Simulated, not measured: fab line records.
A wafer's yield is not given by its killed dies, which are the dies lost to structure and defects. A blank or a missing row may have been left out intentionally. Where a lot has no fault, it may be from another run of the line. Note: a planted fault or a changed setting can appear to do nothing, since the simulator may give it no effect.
Comparing a struck lot with a sound one	flow nand harc	14 out of 1302 route steps
Sound: the wafers L711.1, L711.2, L711.5. Wafers L723.1, L723.2, L723.4 were the ones struck. The cause is named last.
Each step with rows lists, per side, the tool, then ch with its chambers, then its first start. Under that, the readings that differ: sound wafers	struck wafers	difference of the means	sigmas: that difference in standard deviations of wafers without a fault.
alike: same words and numbers on both sides, and readings whose means sit less than 2 such deviations apart. not compared: any withheld reading, any reading some wafer has no value for, any bound like >300 that may hide the same value, and any number with overlapping values for which the record gives no deviation.
A row with sigmas, a row that says differs or no value, or rows on one side alone: a step with any of these is where the two part. Non-overlapping numbers with no deviation appear without sigmas and do not part them. A reading missing from all wafers of one side parts the sides only when that side holds two or more wafers.

first, 2 steps without rows for these wafers: NHARC_A_CHANNEL_HOLE_D2_ETCH_39 (etches the open film in N2/H2, target depth 260 nm, time 325 s); NHARC_A_CHANNEL_HOLE_D2_ETCH_34 (etches the open film in CF4/CHF3, target depth 154 nm, time 77 s).
NHARC_A_CHANNEL_HOLE_D2_ETCH_16: etches the open film in O2/COS, target depth 3100 nm, time 806 s.
  sound on rie diel-09 ch 0,1,3; struck on rie diel-07 ch 0,1,2
  alike: bias w, chamber pressure mTorr, drypump motor current A, oes product au, rf vpp V, showerhead plenum p Torr, throttle valve pct
  not compared: rf hours counter h
NHARC_A_CHANNEL_HOLE_D2_CD_MEAS_18:
  sound on cd sem-03, day 15 07:02; struck on cd sem-02, day 20 09:44
  alike: cd nm
NHARC_A_CHANNEL_HOLE_D2_ETCH_19: etches the open film in C4F8/O2/Ar, time 34.5 s.
  sound on har etch-01 ch 0,1, day 15 10:23; struck on har etch-02 ch 0,1, day 20 09:49
  alike: bias v, c4f8 flow sccm, drypump motor current A, showerhead plenum p Torr, throttle valve pct
  not compared: rf hours counter h
NHARC_A_CHANNEL_HOLE_D2_ETCH_20: etches the open film in C4F8/O2/Ar, time 361.9 s, target depth 1600 nm.
  sound on har etch-01 ch 0,1, day 15 10:29; struck on har etch-02 ch 0,1, day 20 09:55
  alike: c4f8 flow sccm, chamber pressure mTorr, drypump motor current A, showerhead plenum p Torr, throttle valve pct
  not compared: rf hours counter h
then, 1 step without rows for these wafers: NHARC_A_CHANNEL_HOLE_D2_ETCH_21 (etches the open film in C4F8/O2/Ar, time 514.3 s, target depth 1600 nm).
NHARC_A_CHANNEL_HOLE_D2_ETCH_22: etches the open film in C4F8/O2/Ar, time 666.7 s, target depth 1600 nm.
  sound on har etch-01 ch 0,1, day 15 11:14; struck on har etch-02 ch 0,1, day 20 10:41
  alike: c4f8 flow sccm, chamber pressure mTorr, drypump motor current A, showerhead plenum p Torr, throttle valve pct
  not compared: rf hours counter h
then, 1 step without rows for these wafers: NHARC_A_CHANNEL_HOLE_D2_ETCH_23 (etches the open film in C4F8/O2/Ar, time 819 s, target depth 1600 nm).
NHARC_A_CHANNEL_HOLE_D2_ETCH_24: etches the open film in C4F8/O2/Ar, time 906.2 s, target depth 1500 nm.
  sound on har etch-01 ch 0,1, day 15 12:30; struck on har etch-02 ch 0,1, day 20 11:56
  alike: c4f8 flow sccm, chamber pressure mTorr, drypump motor current A, showerhead plenum p Torr, throttle valve pct
  not compared: rf hours counter h
then, 2 steps without rows for these wafers: NHARC_A_CHANNEL_HOLE_D2_ETCH_25 (etches the open film in C4F8/O2/Ar, time 1040.2 s, target depth 1500 nm); NHARC_A_CHANNEL_HOLE_D2_ETCH_26 (etches the open film in C4F8/O2/Ar, time 224.1 s, target depth 300 nm).
NHARC_A_CHANNEL_HOLE_D2_ETCH_27: etches the open film in C4F8/O2/Ar, time 90 s, target depth 400 nm.
  sound on har etch-01 ch 0,1, day 15 14:20; struck on har etch-02 ch 0,1, day 20 13:46
  no value came back on the struck wafers for any of 6 readings (bias v (V), c4f8 flow sccm (sccm) and others); on the sound wafers bias v (V) reads 399 399 402
  not compared: rf hours counter h
then, 1 step without rows for these wafers: NHARC_A_CHANNEL_HOLE_D2_STRIP_41 (strips in N2/H2).

## WHERE THEY PART
Within this record, at NHARC_A_CHANNEL_HOLE_D2_ETCH_27 only.

WHY: what had been put in by the simulator
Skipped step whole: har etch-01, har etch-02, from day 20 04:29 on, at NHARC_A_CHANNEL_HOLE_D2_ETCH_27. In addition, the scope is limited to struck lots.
